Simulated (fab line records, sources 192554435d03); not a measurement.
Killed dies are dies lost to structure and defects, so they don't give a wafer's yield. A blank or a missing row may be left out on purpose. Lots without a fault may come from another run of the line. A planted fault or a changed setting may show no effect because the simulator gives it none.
Chamber matching | flow n5_finfet | N5_BEOL_M7_PECVD_70 on pecvd-02: 3 sister chambers
The step deposits SiO2 from TEOS/O2, target thk 20 nm, time 22.7 s. 6 wafers are shown with their chamber, then 11 later ones without.

WAFERS WITH THEIR CHAMBER
wafer  | chamber | showerhead_plenum_p_Torr (Torr) | heater_power_w (W)
L087.5 | 0       | 8.90                            | 840
L087.6 | 2       | 8.78                            | 608
L091.1 | 1       | 8.85                            | 795
L091.2 | 0       | 8.90                            | 829
L091.3 | 2       | 8.76                            | 732
L091.4 | 1       | 8.83                            | 812

WAFERS WITHOUT THEIR CHAMBER
wafer  | showerhead_plenum_p_Torr (Torr) | heater_power_w (W)
L091.5 | 8.78                            | 725
L091.6 | 8.87                            | 810
L094.2 | 8.78                            | 613
L094.3 | 8.83                            | 909
L094.4 | 8.79                            | 619
L095.1 | 8.84                            | 901
L095.4 | 8.78                            | 669
L095.5 | 8.82                            | 894
L097.3 | 8.87                            | 838
L097.4 | 8.78                            | 699
L097.5 | 8.80                            | 692

WHICH CHAMBER EACH WENT THROUGH
wafer  | from the rows above     | in truth
L091.5 | 2                       | 2
L091.6 | can't be placed: 1 or 0 | 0
L094.2 | 2                       | 2
L094.3 | 1                       | 1
L094.4 | 2                       | 2
L095.1 | 1                       | 1
L095.4 | 2                       | 2
L095.5 | 1                       | 1
L097.3 | can't be placed: 0 or 1 | 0
L097.4 | 2                       | 2
L097.5 | can't be placed: 2 or 1 | 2
Placed correctly: 8 of 11. Can't be placed from these rows: 3 (the true chamber is among the candidates in 3). Placed wrongly: 0.
How it was worked out, from the rows above alone: a wafer's distance from a chamber is the root of the sum, over the readings, of the square of ((its reading less the chamber's mean) divided by the reading's scatter). The wafer belongs to the nearest chamber; if the next one is less than 2 further off, it can't be placed. A chamber's mean is the mean of its shown wafers. The scatter: the root of (the sum of the squares of (reading less its chamber's mean) over the shown wafers, divided by (wafers less chambers)).
